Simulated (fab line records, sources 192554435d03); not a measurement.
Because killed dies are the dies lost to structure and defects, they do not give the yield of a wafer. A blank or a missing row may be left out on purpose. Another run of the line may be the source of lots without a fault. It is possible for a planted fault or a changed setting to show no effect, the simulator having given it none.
Split-lot study + flow n5_finfet + 7 lots, 21 wafers read, on a route of 1938 steps

== THE SPLIT ==
At N5_BEOL_M4_DESCUM_33 (chemistry O2, time 7 s), the setting time_s was moved away from the recipe's 7 s on 5 of the 21 wafers read, by -17.8% to +10.1%. This setting was run at the recipe's value on the other wafers.

== FROM THE SPLIT TO THE READING: what the file shows between them, 3 steps ==
- N5_BEOL_M4_ETCH_77: etches underlayer in N2/H2, target depth 6.5 nm, time 5.2 s
- N5_BEOL_M4_ETCH_69: etches SiARC in CF4, target depth 15.6 nm, time 26 s
- N5_BEOL_M4_ALD_98: deposits SiO2, target thk 2.5 nm, pulse time 1 s, co reactant pulse time 1 s

== THE READING ==
CAR-EUV_of_BEOL_M4_COAT_22.thk_nm (the simulator's own value, which no gauge read), in nm, at N5_BEOL_M4_ETCHBACK_99 (etches SiO2 in CHF3, target depth 5 nm, time 10.4 s). The file gives no usual value for it. Average 10.3 nm, standard deviation 0.093 nm, over the 16 wafers here run with the recipe.

| wafer  | tool, chamber at the split | time_s as run, s | against the recipe | CAR-EUV_of_BEOL_M4_COAT_22.thk_nm, nm | against lot-mates on the recipe |
|--------|----------------------------|------------------|--------------------|---------------------------------------|---------------------------------|
| L079.2 | rie_diel-01, 1             | 7                | recipe             | 10.4                                  | -                               |
| L079.5 | rie_diel-01, 0             | 7.705            | +10.1%             | 10                                    | -0.4                            |
| L079.6 | rie_diel-01, 1             | 7.705            | +10.1%             | 10                                    | -0.4                            |
| L081.1 | rie_diel-05, 0,3           | 7                | recipe             | 10.4                                  | -                               |
| L081.3 | rie_diel-05, 0,3           | 7                | recipe             | 10.4                                  | -                               |
| L081.5 | rie_diel-05, 0             | 5.751            | -17.8%             | 11                                    | +0.6                            |
| L083.1 | rie_diel-05, 3,1,0         | 7                | recipe             | 10.4                                  | -                               |
| L083.3 | rie_diel-05, 3,1,0         | 7                | recipe             | 10.2                                  | -                               |
| L083.4 | rie_diel-05, 3,1,0         | 7                | recipe             | 10.2                                  | -                               |
| L084.2 | rie_diel-03, 2,0           | 7                | recipe             | 10.4                                  | -                               |
| L084.5 | rie_diel-03, 2,0           | 7                | recipe             | 10.4                                  | -                               |
| L084.6 | rie_diel-03, 1             | 7                | recipe             | 10.2                                  | -                               |
| L091.2 | rie_diel-05, 2             | 7                | recipe             | 10.2                                  | -                               |
| L091.6 | rie_diel-05, 3             | 7                | recipe             | 10.2                                  | -                               |
| L091.4 | rie_diel-05, 3             | 7                | recipe             | 10.4                                  | -                               |
| L094.1 | rie_diel-03, 3,0           | 5.845            | -16.5%             | 11                                    | +0.6                            |
| L094.2 | rie_diel-03, 3,0           | 5.845            | -16.5%             | 11                                    | +0.6                            |
| L094.3 | rie_diel-03, 2             | 7                | recipe             | 10.4                                  | -                               |
| L095.1 | rie_diel-01, 0             | 7                | recipe             | 10.4                                  | -                               |
| L095.2 | rie_diel-01, 1,2           | 7                | recipe             | 10.4                                  | -                               |
| L095.3 | rie_diel-01, 1,2           | 7                | recipe             | 10.4                                  | -                               |
Rows listing several chambers each stand for several wafers; the file does not say which wafer went through which chamber.

THE FIT
A straight line over all 21 wafers: CAR-EUV_of_BEOL_M4_COAT_22.thk_nm changes by -0.0378 nm for each +1% of time_s; r = -0.95; the points scatter about the line by 0.087 nm.
The same after taking each lot's own level away (the mean of its wafers on the recipe; 21 wafers): -0.0363 nm for each +1%; r = -0.97; scatter 0.066 nm.
On that fit, the largest move of time_s shifts the reading by 0.65 nm.
Measured against the standard deviation above, the lots' own levels, which go from 10.27 to 10.40 nm, span 1.4 times it.
The two slopes are in agreement: the lot-to-lot level therefore moves the slope only a little.
Check: for one of the wafers moved furthest among these (-17.8%), held out of the fit, the line's prediction against its lot-mates is +0.662 nm. Against them it came out at +0.6 nm.

== OTHER SPLITS APPLIED TO THESE WAFERS ==
Note: prior to the reading, these wafers also went through further splits. Each is held against what the fit with the lots' levels taken away leaves over:
| other split on the same wafers | wafers away from the commonest value | r with CAR-EUV_of_BEOL_M4_COAT_22.thk_nm (lot level and that fit taken away) |
|--------------------------------|--------------------------------------|------------------------------------------------------------------------------|
| N5_BEOL_M1_COAT_61 spin_rpm    | 6                                    | +0.15                                                                        |
| N5_BEOL_M2_DEP_57 time_s       | 5                                    | +0.17                                                                        |
| N5_BEOL_M3_ILD_DEP_00 time_s   | 8                                    | -0.05                                                                        |
| N5_BEOL_M3_COAT_62 spin_rpm    | 7                                    | +0.10                                                                        |
| N5_BEOL_M3_COAT_05 spin_rpm    | 8                                    | -0.09                                                                        |

== THE WHOLE CHAIN: every reading that the file lists as answering this split, in the file's order ==
| step                   | what it does                                                | reading                                                                            | change (the file's fit)                | r (the file's) |
|------------------------|-------------------------------------------------------------|------------------------------------------------------------------------------------|----------------------------------------|----------------|
| N5_BEOL_M4_DESCUM_33   | chemistry O2, time 7 s                                      | CAR-EUV_of_BEOL_M4_COAT_22.thk_nm (the simulator's own value, which no gauge read) | -0.0294 nm for each +1% of the setting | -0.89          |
| N5_BEOL_M4_ETCH_77     | etches underlayer in N2/H2, target depth 6.5 nm, time 5.2 s | CAR-EUV_of_BEOL_M4_COAT_22.thk_nm (the simulator's own value, which no gauge read) | -0.0323 nm for each +1% of the setting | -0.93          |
| N5_BEOL_M4_ETCH_69     | etches SiARC in CF4, target depth 15.6 nm, time 26 s        | CAR-EUV_of_BEOL_M4_COAT_22.thk_nm (the simulator's own value, which no gauge read) | -0.0297 nm for each +1% of the setting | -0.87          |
| N5_BEOL_M4_ETCHBACK_99 | etches SiO2 in CHF3, target depth 5 nm, time 10.4 s         | CAR-EUV_of_BEOL_M4_COAT_22.thk_nm (the simulator's own value, which no gauge read) | -0.0356 nm for each +1% of the setting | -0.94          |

== THE FILE'S OWN FIT ==
CAR-EUV_of_BEOL_M4_COAT_22.thk_nm changes by -0.0356 nm for each +1% of time_s, r = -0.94.
